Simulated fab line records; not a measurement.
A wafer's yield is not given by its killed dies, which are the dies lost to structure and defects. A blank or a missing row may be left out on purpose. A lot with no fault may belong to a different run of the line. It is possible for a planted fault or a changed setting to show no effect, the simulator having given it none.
Matching of chambers || flow n5_finfet || N5_BEOL_M7_ILD_DEP_00 on pecvd-01 has 3 sister chambers
The step deposits SiCOH lowk from DEMS/porogen, target thk 179.75 nm, time 33.4 s. 3 wafers are shown with their chamber, then 7 later ones without.

## EACH WAFER AND ITS CHAMBER
{"wafer": "L083.4", "chamber": 2, "throttle_valve_pct (%)": 12.1}
{"wafer": "L088.2", "chamber": 1, "throttle_valve_pct (%)": 14.6}
{"wafer": "L088.3", "chamber": 0, "throttle_valve_pct (%)": 13.2}

## WAFERS WITHOUT THEIR CHAMBER
{"wafer": "L088.5", "throttle_valve_pct (%)": 12.5}
{"wafer": "L091.2", "throttle_valve_pct (%)": 13.1}
{"wafer": "L091.4", "throttle_valve_pct (%)": 14.6}
{"wafer": "L091.6", "throttle_valve_pct (%)": 12.5}
{"wafer": "L096.1", "throttle_valve_pct (%)": 12.5}
{"wafer": "L096.2", "throttle_valve_pct (%)": 14.8}
{"wafer": "L096.3", "throttle_valve_pct (%)": 13.2}

## EACH ONE'S CHAMBER
{"wafer": "L088.5", "from the rows above": "can't be placed: 2 or 0", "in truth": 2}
{"wafer": "L091.2", "from the rows above": 0, "in truth": 0}
{"wafer": "L091.4", "from the rows above": 1, "in truth": 1}
{"wafer": "L091.6", "from the rows above": "can't be placed: 2 or 0", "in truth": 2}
{"wafer": "L096.1", "from the rows above": "can't be placed: 2 or 0", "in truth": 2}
{"wafer": "L096.2", "from the rows above": 1, "in truth": 1}
{"wafer": "L096.3", "from the rows above": 0, "in truth": 0}
Placed correctly: 4 of 7. Cannot be placed on the basis of these rows: 3; the candidates contain the true chamber in 3. 0 placed wrongly.
How it was worked out, from the rows above alone: a wafer's distance from a chamber is the root of the sum, over the readings, of the square of ((its reading less the chamber's mean) divided by the reading's scatter). The wafer belongs to the nearest chamber; if the next one is less than 2 further off, it can't be placed. The mean given for a chamber averages the wafers shown for that chamber. The scatter: with one shown wafer a chamber, the root of the mean of the squares of how far each hidden wafer lies from its nearest shown one.
